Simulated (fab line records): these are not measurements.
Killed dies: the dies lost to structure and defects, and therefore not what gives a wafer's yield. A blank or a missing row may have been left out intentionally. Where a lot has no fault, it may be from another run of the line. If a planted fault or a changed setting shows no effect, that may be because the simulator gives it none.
Split-lot experiment | flow n5Finfet | 21 wafers read from 7 lots, route of 1938 steps

== THE SPLIT ITSELF ==
At N5_MOL_CONTACT_COAG_COAT_77 (time 60 s, resist thk 10 nm), the setting spinRpm was moved away from the recipe's 1500 rpm on 2 of the 21 wafers read, by -7.0% to +10.1%. For the rest of the wafers, this setting stayed at what the recipe calls for.

== FROM THE SPLIT TO THE READING: what the file shows between them, 3 steps ==
- N5_MOL_CONTACT_COAG_COAT_78: resist thk 40 nm
- N5_MOL_CONTACT_COAG_EBR_80
- N5_MOL_CONTACT_COAG_DESCUM_88: chemistry O2, time 7 s

== THE READING ==
etch.depthNm (the simulator's own value, which no gauge read), in nm, at N5_MOL_CONTACT_COAG_ETCH_89 (etches underlayer in N2/H2, target depth 13 nm, time 10.4 s). The file does not state a usual value for it. The 19 wafers here that ran the recipe average 9.992 nm, standard deviation 0.038 nm.

wafer  | tool, chamber at the split | spinRpm as run, rpm | against the recipe | etch.depthNm, nm | against lot-mates on the recipe
L079.1 | lithoTrack-05, 0           | 1500                | recipe             | 9.987            | -
L079.3 | lithoTrack-05, 0           | 1500                | recipe             | 9.986            | -
L079.6 | lithoTrack-05, 0           | 1500                | recipe             | 10               | -
L080.1 | lithoTrack-01, 0           | 1500                | recipe             | 9.971            | -
L080.3 | lithoTrack-01, 0           | 1500                | recipe             | 9.975            | -
L080.5 | lithoTrack-01, 0           | 1500                | recipe             | 10.01            | -
L090.2 | lithoTrack-05, 0           | 1500                | recipe             | 10.04            | -
L090.3 | lithoTrack-05, 0           | 1500                | recipe             | 10.03            | -
L090.4 | lithoTrack-05, 0           | 1500                | recipe             | 10.05            | -
L093.1 | lithoTrack-05, 0           | 1500                | recipe             | 9.961            | -
L093.2 | lithoTrack-05, 0           | 1500                | recipe             | 9.975            | -
L093.4 | lithoTrack-05, 0           | 1500                | recipe             | 9.962            | -
L095.3 | lithoTrack-03, 0           | 1500                | recipe             | 9.976            | -
L095.5 | lithoTrack-03, 0           | 1651                | +10.1%             | 9.507            | -0.456
L095.6 | lithoTrack-03, 0           | 1500                | recipe             | 9.949            | -
L096.1 | lithoTrack-03, 0           | 1500                | recipe             | 10.03            | -
L096.3 | lithoTrack-03, 0           | 1500                | recipe             | 10.05            | -
L096.5 | lithoTrack-03, 0           | 1500                | recipe             | 10.04            | -
L097.3 | lithoTrack-05, 0           | 1500                | recipe             | 9.921            | -
L097.5 | lithoTrack-05, 0           | 1500                | recipe             | 9.937            | -
L097.6 | lithoTrack-05, 0           | 1395                | -7.0%              | 10.28            | +0.351

THE FIT
A straight line over all 21 wafers: etch.depthNm changes by -0.0458 nm for each +1% of spinRpm; r = -0.96; the points scatter about the line by 0.039 nm.
The same after taking each lot's own level away (the mean of its wafers on the recipe; 21 wafers): -0.0469 nm for each +1%; r = -1.00; scatter 0.012 nm.
On that fit, the largest move of spinRpm shifts the reading by 0.47 nm.
From 9.9290 to 10.0400 nm: that is the span of the lots' own levels, equal to 2.9 times the standard deviation above.
Hence the lot-to-lot level has little effect on the slope; both slopes agree.
Check: with one of the wafers moved furthest among these (+10.1%) left out of the fit, the line predicts -0.505 nm for it against its lot-mates. Against them it came out at -0.456 nm.

== OTHER SPLITS APPLIED TO THESE WAFERS ==
Before the reading, these wafers also passed through other splits. Each is held against what the fit with the lots' levels taken away leaves over:
other split on the same wafers       | wafers away from the commonest value | r with etch.depthNm (lot level and that fit taken away)
N5_HKMG_FIN_EXPOSE_09 doseMj         | 7                                    | +0.23
N5_GATE_CUT_ETCH_58 sourceW          | 4                                    | +0.14
N5_GATE_CUT_COAT_35 spinRpm          | 5                                    | +0.24
N5_MOL_CONTACT_COAG_EXPOSE_05 doseMj | 9                                    | -0.36
N5_MOL_CONTACT_COAG_ALD_27 aldCycles | 5                                    | +0.06

== FILE'S OWN FIT ==
etch.depthNm changes by -0.0466 nm for each +1% of spinRpm, r = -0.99.
